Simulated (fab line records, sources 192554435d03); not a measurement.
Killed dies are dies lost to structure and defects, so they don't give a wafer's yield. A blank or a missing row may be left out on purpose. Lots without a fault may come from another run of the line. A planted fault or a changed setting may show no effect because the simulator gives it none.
Chamber matching | flow n5_finfet | N5_BEOL_M12_CMP_49 on cmp-03: 4 sister chambers
The step polishes, stops on SiOC, t overpolish 20.6 s, target thk 320 nm. 8 wafers are shown with their chamber, then 7 later ones without.

WAFERS WITH THEIR CHAMBER
wafer  | chamber | motor_current_A (A) | overpolish_run_s (s)
L225.6 | 3       | 5.9                 | 20.603
L228.3 | 0       | 5.8                 | 20.585
L228.4 | 3       | 5.9                 | 20.598
L228.5 | 1       | 6.1                 | 20.595
L239.4 | 1       | 6.3                 | 20.595
L239.6 | 2       | 5.6                 | 20.593
L241.4 | 0       | 5.8                 | 20.602
L241.5 | 2       | 5.4                 | 20.597

WAFERS WITHOUT THEIR CHAMBER
wafer  | motor_current_A (A) | overpolish_run_s (s)
L241.6 | 6.1                 | 20.595
L242.1 | 6.1                 | 20.599
L242.3 | 6.4                 | 20.594
L242.5 | 6.1                 | 20.609
L243.1 | 5.6                 | 20.599
L243.3 | 6.2                 | 20.604
L243.4 | 5.7                 | 20.586

WHICH CHAMBER EACH WENT THROUGH
wafer  | from the rows above          | in truth
L241.6 | can't be placed: 1 or 3      | 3
L242.1 | can't be placed: 1 or 3 or 0 | 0
L242.3 | 1                            | 1
L242.5 | can't be placed: 3 or 1 or 0 | 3
L243.1 | can't be placed: 2 or 0 or 3 | 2
L243.3 | can't be placed: 1 or 3      | 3
L243.4 | can't be placed: 0 or 2 or 3 | 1
Placed correctly: 1 of 7. Can't be placed from these rows: 6 (the true chamber is among the candidates in 5). Placed wrongly: 0.
How it was worked out, from the rows above alone: a wafer's distance from a chamber is the root of the sum, over the readings, of the square of ((its reading less the chamber's mean) divided by the reading's scatter). The wafer belongs to the nearest chamber; if the next one is less than 2 further off, it can't be placed. A chamber's mean is the mean of its shown wafers. The scatter: the root of (the sum of the squares of (reading less its chamber's mean) over the shown wafers, divided by (wafers less chambers)).
